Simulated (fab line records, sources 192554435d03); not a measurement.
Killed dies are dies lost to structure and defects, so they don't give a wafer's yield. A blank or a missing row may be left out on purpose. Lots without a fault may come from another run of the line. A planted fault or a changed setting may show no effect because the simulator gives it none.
A struck lot beside a sound one | flow n5_finfet | 15 steps out of a route of 1938
Sound: wafers L725.2, L725.4, L725.6. Struck: wafer L730.4. (L730.3 of the same lot was not struck and is left out.) The cause comes at the end.
At each step with rows: each side's tool, then ch and its chambers, then its first start. Under that, the readings that differ: sound wafers | struck wafers | difference of the means | sigmas: that difference in standard deviations of wafers without a fault.
alike: readings whose means differ by less than 2 such deviations, and words and numbers that are the same on both sides. not compared: withheld readings, readings that some wafer has no value for, bounds like >300 that may hide the same value, and numbers for which the record gives no deviation and whose values overlap.
The two part at a step that has a row with sigmas, a row that says differs or no value, or rows on one side only. Numbers that don't overlap but have no deviation are shown without sigmas and don't part them. A reading that every wafer of one side lacks parts them only if that side has two wafers or more.

first, 2 steps without rows for these wafers: N5_BEOL_M5_SPUTTER_81 (material Cu, target thk 15 nm, time 27.62 s); N5_BEOL_M5_ANNEAL_82 (time 1800 s).
N5_BEOL_M5_SPUTTER_83: material Cu, target thk 15 nm, time 27.62 s.
  sound on pvd_sputter-02, day 10 16:13; struck on pvd_sputter-02, day 11 22:05
  alike: throttle_valve_pct
N5_BEOL_M5_ANNEAL_84: time 1800 s.
  sound on pvd_sputter-02, day 10 16:17; struck on pvd_sputter-02, day 11 22:10
  alike: heater_power_w
N5_BEOL_M5_SPUTTER_88: material Cu, target thk 15 nm, time 27.62 s.
  sound on pvd_sputter-02, day 10 17:17; struck on pvd_sputter-02, day 11 23:10
  alike: throttle_valve_pct
then, 3 steps without rows for these wafers: N5_BEOL_M5_ANNEAL_89 (time 1800 s); N5_BEOL_M5_SPUTTER_90 (material Cu, target thk 4.5 nm, time 8.29 s); N5_BEOL_M5_ECD_50 (material Cu, target thk 300 nm).
N5_BEOL_M5_ANNEAL_51: time 90 s.
  sound on rtp_anneal-02 ch 0, day 10 18:38; struck on rtp_anneal-02 ch 0, day 12 00:33
  alike: wafer_temp_C_max
then, 1 step without rows for these wafers: N5_BEOL_M5_CMP_52 (polishes, stops on SiCOH lowk, t overpolish 6.9 s, target thk 62 nm).
N5_BEOL_M5_THK_MEAS_53: measures by xrf.
  sound on film_metro-02, day 10 19:11; struck on film_metro-02, day 12 01:03
  alike: M5_THK
N5_BEOL_M5_PRE_CLEAN_77: time 15 s.
  sound on cvd_co-02 ch 0,1,2, day 10 19:16; struck on cvd_co-01 ch 1, day 12 01:05
  alike: heater_power_w
N5_BEOL_M5_CO_CAP_78: material Co, precursor CCTBA/H2, target thk 2 nm, time 102.1 s.
  sound on cvd_co-02 ch 0,1,2, day 10 19:19; struck on cvd_co-01 ch 1, day 12 01:08
  reading                                   | sound             | struck | difference | sigmas
  run_length_s (s)                          | 125.2 124.9 124.0 | 157.2  | +32.5      | +58
  model.Co_of_BEOL_M5_CO_CAP_78.thk_nm (nm) | 1.8 2 2           | 2.8    | +0.9       |
  alike: heater_power_w
then, 1 step without rows for these wafers: N5_BEOL_M5_PRE_CLEAN_55 (time 15 s).
N5_PASSIVATION_PROBE_49:
  the record has rows for the sound wafers here (prober-02, day 14 13:49) and none for the struck ones

WHERE THEY PART
First at N5_BEOL_M5_CO_CAP_78; last, within this record, at N5_PASSIVATION_PROBE_49.

WHY: what the simulator had put in
Process parameter drift: cvd_co-01, from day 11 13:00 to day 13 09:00, at N5_BEOL_M5_CO_CAP_78. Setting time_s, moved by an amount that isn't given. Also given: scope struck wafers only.
